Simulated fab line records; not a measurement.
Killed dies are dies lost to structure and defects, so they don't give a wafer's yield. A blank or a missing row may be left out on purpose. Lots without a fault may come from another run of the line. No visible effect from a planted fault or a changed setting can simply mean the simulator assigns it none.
Chamber matching -- flow n5_finfet -- pecvd-03 running N5_BEOL_M2_DEP_57: 3 sister chambers
The step deposits SiCN from 3MS/NH3, target thk 8 nm, time 14 s. 16 wafers are shown with their chamber, then 8 later ones without.

## WAFERS PAIRED WITH THEIR CHAMBERS
wafer,chamber,throttle_valve_pct (%),showerhead_plenum_p_Torr (Torr),chamber_pressure_Torr (Torr)
L075.2,1,8.8,3.667,3.002
L075.4,0,9.7,3.653,2.986
L075.6,1,8.8,3.668,3.002
L077.1,1,8.9,3.666,3.012
L077.2,0,9.3,3.661,2.982
L077.3,2,8.5,3.663,3.004
L082.3,1,8.9,3.669,2.996
L082.4,0,9.5,3.660,3.011
L082.6,1,8.8,3.671,2.992
L083.1,2,8.5,3.659,2.996
L083.4,0,9.7,3.654,3.004
L083.5,1,8.7,3.674,3.001
L086.2,2,8.6,3.662,2.997
L086.3,0,9.5,3.653,3.006
L086.6,2,8.7,3.661,3.003
L092.2,1,8.9,3.669,3.002

SIGNATURES (means of the wafers above)
reading,chamber 0,chamber 1,chamber 2,scatter within a chamber
throttle_valve_pct,9.540,8.829,8.575,0.116
showerhead_plenum_p_Torr,3.65620,3.66914,3.66125,0.00297
chamber_pressure_Torr,2.99780,3.00100,3.00000,0.00854
Rule: for each reading, subtract the chamber's mean from the wafer's reading, divide by that reading's scatter and square the result; add these up over the readings and take the root, which gives the wafer's distance from the chamber. The wafer belongs to the nearest chamber; if the next one is less than 2 further off, it can't be placed. The scatter is the square root of a quotient: the sum, over the shown wafers, of each reading's squared deviation from its chamber's mean, divided by wafers minus chambers.

## WAFERS WHOSE CHAMBER IS MISSING
wafer,throttle_valve_pct (%),showerhead_plenum_p_Torr (Torr),chamber_pressure_Torr (Torr)
L092.3,8.1,3.665,3.009
L092.6,8.4,3.671,2.989
L095.3,8.8,3.664,3.005
L095.5,8.3,3.668,3.001
L095.6,8.9,3.675,3.005
L097.2,8.7,3.663,3.004
L097.4,8.7,3.663,2.998
L097.5,8.3,3.676,3.002

## EACH ONE'S CHAMBER
wafer,from the rows above,in truth
L092.3,2,2
L092.6,can't be placed: 2 or 1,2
L095.3,can't be placed: 1 or 2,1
L095.5,can't be placed: 2 or 1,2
L095.6,1,1
L097.2,can't be placed: 2 or 1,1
L097.4,can't be placed: 2 or 1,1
L097.5,can't be placed: 1 or 2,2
Placed correctly: 2 of 8. Can't be placed from these rows: 6 (the true chamber is among the candidates in 6). Wrongly placed: 0.
